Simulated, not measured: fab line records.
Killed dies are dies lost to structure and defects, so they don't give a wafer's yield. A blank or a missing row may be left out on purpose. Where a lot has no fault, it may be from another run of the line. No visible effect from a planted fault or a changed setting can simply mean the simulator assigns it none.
Which of the tools did it? | flow n5Finfet | 11 lots with 31 wafers sampled at 5 steps, on a route of 1938 steps

## WHAT EACH GAUGE READ, for each wafer
N5_BEOL_M3_RS_MEAS_58: uses a four-point probe to measure. Usual: M3_RS typically reads 0.664 ohm/sq, with standard deviation 0.028.
lot  | measured     | on           | M3_RS (ohm/sq)    | flag
L892 | day 7 17:23  | filmMetro-01 | 0.672 0.659 0.665 | 
L895 | day 7 21:43  | filmMetro-01 | 0.659 0.647 0.647 | 
L897 | day 8 16:26  | filmMetro-01 | 0.660 0.664 0.623 | 
L898 | day 8 22:10  | filmMetro-01 | 0.662 0.682 0.623 | 
L899 | day 9 06:35  | filmMetro-02 | 0.672 0.641 0.627 | 
L904 | day 10 20:29 | filmMetro-02 | 0.688 0.679       | 
L906 | day 11 01:26 | filmMetro-02 | 0.691 0.679 0.639 | 
L910 | day 12 07:04 | filmMetro-02 | 0.637 0.630       | 
L911 | day 12 10:20 | filmMetro-01 | 0.720 0.664 0.659 | 
L913 | day 12 22:47 | filmMetro-01 | 0.627 0.636 0.665 | 
L915 | day 13 14:32 | filmMetro-02 | 0.746 0.649 0.684 | 

N5_BEOL_M4_RC_MEAS_101. Usual: DIBL_N 36.1 mV/V, standard deviation 1.6; DIBL_P 35.8 mV/V, standard deviation 2.1; IOFF_N 0.16 nA/um, standard deviation 0.031; IOFF_P 0.21 nA/um, standard deviation 0.034; ION_N 673 uA/um, standard deviation 12; ION_P 461 uA/um, standard deviation 7.2; SS_N 71.4 mV/dec, standard deviation 0.59; SS_P 73.3 mV/dec, standard deviation 0.63; VT_N 250 mV, standard deviation 3.1; VT_P -250 mV, standard deviation 3.3.
lot  | measured     | on        | DIBL_N (mV/V)  | DIBL_P (mV/V)  | IOFF_N (nA/um) | IOFF_P (nA/um) | ION_N (uA/um) | ION_P (uA/um) | SS_N (mV/dec)  | SS_P (mV/dec)  | VT_N (mV)   | VT_P (mV)      | flag
L892 | day 8 07:15  | prober-02 | 36.1 36.0 36.9 | 36.1 35.6 36.0 | 0.17 0.16 0.17 | 0.21 0.21 0.21 | 676 670 689   | 463 457 465   | 71.7 71.8 71.4 | 73.4 73.3 74.3 | 248 249 247 | -253 -250 -252 | 
L895 | day 8 12:54  | prober-02 | 34.4 36.0 36.2 | 35.0 36.9 36.9 | 0.13 0.16 0.16 | 0.17 0.21 0.20 | 658 686 670   | 451 467 457   | 70.6 71.6 71.4 | 73.4 73.6 73.9 | 253 250 250 | -252 -251 -253 | 
L897 | day 9 10:52  | prober-01 | 39.2 37.8 38.8 | 40.4 38.3 38.2 | 0.20 0.17 0.19 | 0.27 0.25 0.24 | 688 676 675   | 470 465 461   | 71.9 71.4 72.3 | 74.5 74.2 73.5 | 246 248 252 | -246 -245 -248 | 
L898 | day 9 18:20  | prober-01 | 35.0 33.3 35.1 | 35.2 31.9 35.1 | 0.14 0.10 0.14 | 0.18 0.14 0.18 | 666 649 662   | 455 445 452   | 71.4 70.9 70.7 | 72.9 72.0 73.5 | 251 261 252 | -255 -256 -255 | 
L899 | day 9 23:06  | prober-01 | 37.1 35.8 37.0 | 35.6 34.7 35.9 | 0.18 0.14 0.17 | 0.23 0.21 0.24 | 691 671 683   | 465 461 471   | 72.0 71.1 72.0 | 73.1 73.3 73.2 | 247 250 247 | -249 -247 -245 | 
L904 | day 11 10:46 | prober-01 | 36.6 33.9      | 36.1 32.5      | 0.16 0.13      | 0.22 0.16      | 667 677       | 463 461       | 71.8 70.8      | 73.7 72.7      | 249 249     | -248 -252      | 
L906 | day 11 13:50 | prober-02 | 37.1 35.9 36.5 | 36.5 36.2 36.0 | 0.18 0.16 0.17 | 0.21 0.21 0.21 | 686 676 678   | 469 464 460   | 72.0 71.6 71.8 | 73.1 73.7 73.5 | 246 247 248 | -251 -252 -252 | 
L910 | day 12 17:00 | prober-01 | 36.2 35.7      | 36.4 36.7      | 0.15 0.14      | 0.20 0.20      | 669 673       | 461 465       | 70.9 71.5      | 73.8 73.3      | 250 251     | -251 -250      | 
L911 | day 12 20:27 | prober-01 | 34.9 34.4 35.2 | 34.4 33.1 34.6 | 0.14 0.12 0.13 | 0.20 0.17 0.20 | 658 654 660   | 457 450 454   | 71.2 70.5 71.1 | 72.8 72.2 73.1 | 252 254 251 | -249 -253 -250 | 
L913 | day 13 12:44 | prober-01 | 36.8 38.2 37.3 | 35.8 38.7 36.1 | 0.18 0.21 0.17 | 0.22 0.29 0.23 | 676 685 675   | 465 469 462   | 71.4 72.2 71.9 | 73.6 74.5 73.7 | 247 244 249 | -247 -246 -249 | 
L915 | day 13 22:20 | prober-02 | 34.9 35.4 36.7 | 36.0 36.3 38.3 | 0.16 0.17 0.21 | 0.20 0.21 0.24 | 682 674 688   | 463 461 463   | 71.6 71.3 72.0 | 73.4 74.2 73.9 | 248 248 242 | -247 -248 -248 | 

## TOOL THAT RAN EACH LOT (tool first, then ch and the chambers of the sampled wafers, then the start)
lot  | N5_BEOL_M3_SPUTTER_90       | N5_BEOL_M3_CO_CAP_55            | N5_BEOL_M4_ILD_DEP_00
L892 | pvdSputter-03, day 7 15:41  | cvdCo-01 ch 0,1,2, day 7 17:12  | pecvd-04 ch 0,1,2, day 7 17:27
L895 | pvdSputter-01, day 7 20:00  | cvdCo-02 ch 0,2, day 7 21:31    | pecvd-04 ch 1,2, day 7 21:46
L897 | pvdSputter-02, day 8 14:20  | cvdCo-01 ch 1,2, day 8 16:16    | pecvd-03 ch 1,2, day 8 16:30
L898 | pvdSputter-03, day 8 20:28  | cvdCo-01 ch 1,2, day 8 21:59    | pecvd-04 ch 0,1,2, day 8 22:14
L899 | pvdSputter-01, day 9 04:53  | cvdCo-01 ch 0,1,2, day 9 06:24  | pecvd-03 ch 1,2, day 9 06:39
L904 | pvdSputter-01, day 10 18:47 | cvdCo-01 ch 0, day 10 20:18     | pecvd-01 ch 0, day 10 20:33
L906 | pvdSputter-03, day 10 23:43 | cvdCo-01 ch 0,2, day 11 01:14   | pecvd-03 ch 0,2, day 11 01:29
L910 | pvdSputter-01, day 12 05:20 | cvdCo-01 ch 0,1, day 12 06:52   | pecvd-04 ch 1,2, day 12 07:07
L911 | pvdSputter-02, day 12 08:38 | cvdCo-02 ch 0,1,2, day 12 10:10 | pecvd-04 ch 0,1,2, day 12 10:25
L913 | pvdSputter-01, day 12 21:04 | cvdCo-02 ch 1,2, day 12 22:35   | pecvd-04 ch 0,2, day 12 22:51
L915 | pvdSputter-01, day 13 12:49 | cvdCo-02 ch 0,1, day 13 14:21   | pecvd-04 ch 1,2, day 13 14:35
- N5_BEOL_M3_SPUTTER_90: material Cu, target thk 4.5 nm, time 8.29 s.
- N5_BEOL_M3_CO_CAP_55: material Co, precursor CCTBA/H2, target thk 2 nm, time 102.1 s.
- N5_BEOL_M4_ILD_DEP_00: deposits SiOC from DEMS/O2, target thk 79 nm, time 15.3 s.

## WHAT THE TOOLS THEMSELVES READ (means of the sampled wafers that have a number; where no wafer has one, the mark that the record gives instead)
N5_BEOL_M3_SPUTTER_90. Usual: throttleValvePct at 30.0 %, with a standard deviation of 0.96.
lot  | tool          | throttleValvePct (%) | flag
L892 | pvdSputter-03 | 29.4                 | 
L895 | pvdSputter-01 | 31.1                 | 
L897 | pvdSputter-02 | 29.9                 | 
L898 | pvdSputter-03 | 29.3                 | 
L899 | pvdSputter-01 | 30.3                 | 
L904 | pvdSputter-01 | 30.8                 | 
L906 | pvdSputter-03 | 29.4                 | 
L910 | pvdSputter-01 | 30.6                 | 
L911 | pvdSputter-02 | 29.2                 | 
L913 | pvdSputter-01 | 30.5                 | 
L915 | pvdSputter-01 | 30.3                 | 

N5_BEOL_M3_CO_CAP_55. Usual: heaterPowerW 253 W, standard deviation 14; runLengthS 125.1 s, standard deviation 0.6.
lot  | tool     | heaterPowerW (W) | runLengthS (s) | flag
L892 | cvdCo-01 | 260              | 124.9          | 
L895 | cvdCo-02 | 247              | 124.9          | 
L897 | cvdCo-01 | 259              | 124.6          | 
L898 | cvdCo-01 | 247              | 124.5          | 
L899 | cvdCo-01 | 260              | 124.8          | 
L904 | cvdCo-01 | 262              | 142.3          | OFF
L906 | cvdCo-01 | 258              | 136.2          | OFF
L910 | cvdCo-01 | 267              | 158.6          | OFF
L911 | cvdCo-02 | 252              | 125.2          | 
L913 | cvdCo-02 | 253              | 125.5          | 
L915 | cvdCo-02 | 245              | 125.5          | 

N5_BEOL_M4_ILD_DEP_00. Usual: heaterPowerW 524 W, standard deviation 53; showerheadPlenumPTorr 5.693 Torr, standard deviation 0.011; throttleValvePct 11.6 %, standard deviation 0.58.
lot  | tool     | heaterPowerW (W) | showerheadPlenumPTorr (Torr) | throttleValvePct (%) | flag
L892 | pecvd-04 | 518              | 5.692                        | 11.6                 | 
L895 | pecvd-04 | 504              | 5.700                        | 11.3                 | 
L897 | pecvd-03 | 533              | 5.697                        | 11.9                 | 
L898 | pecvd-04 | 491              | 5.686                        | 11.6                 | 
L899 | pecvd-03 | 520              | 5.698                        | 11.4                 | 
L904 | pecvd-01 | 496              | 5.695                        | 11.9                 | 
L906 | pecvd-03 | 528              | 5.687                        | 11.5                 | 
L910 | pecvd-04 | 540              | 5.699                        | 11.6                 | 
L911 | pecvd-04 | 502              | 5.694                        | 11.7                 | 
L913 | pecvd-04 | 478              | 5.676                        | 11.6                 | 
L915 | pecvd-04 | 482              | 5.696                        | 11.5                 | 

## THE ANSWER, worked out from the rows above alone
Rule: take the mean of a lot's wafers that have a number; if it is more than 3 standard deviations from the usual mean, the lot is off. A lot without any number at a reading at which 4 lots or more have one is off too. Where the step has rows for the other lots, those lots are counted as sound. After the gauges, taken in route order, come the tools' own readings; for these a lot's mean is taken, as printed above. The first step at which some lot is off is used, and at that step the reading that is off furthest; a lot without a number counts as furthest.
Off: L904, L906, L910 (N5_BEOL_M3_CO_CAP_55, runLengthS).
A tool fits if, at that step or a process step before it, it ran every lot that is off, and no sound lot after the first of them. One fits: cvdCo-01 at N5_BEOL_M3_CO_CAP_55. Its last sound lot is L899 (day 9 06:24), its first lot that is off L904 (day 10 20:18): a fault that began between those two fits.
The tool's own readings at N5_BEOL_M3_CO_CAP_55 bear it out: on the lots that are off they differ by more than 5 times the standard deviation of the sound lots' means. runLengthS reads 145.7 s there against 125.0 s on the sound lots.

## WHAT WAS PUT IN BY THE SIMULATOR
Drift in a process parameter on cvdCo-01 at N5_BEOL_M3_CO_CAP_55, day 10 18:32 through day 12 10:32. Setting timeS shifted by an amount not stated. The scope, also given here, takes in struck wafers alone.
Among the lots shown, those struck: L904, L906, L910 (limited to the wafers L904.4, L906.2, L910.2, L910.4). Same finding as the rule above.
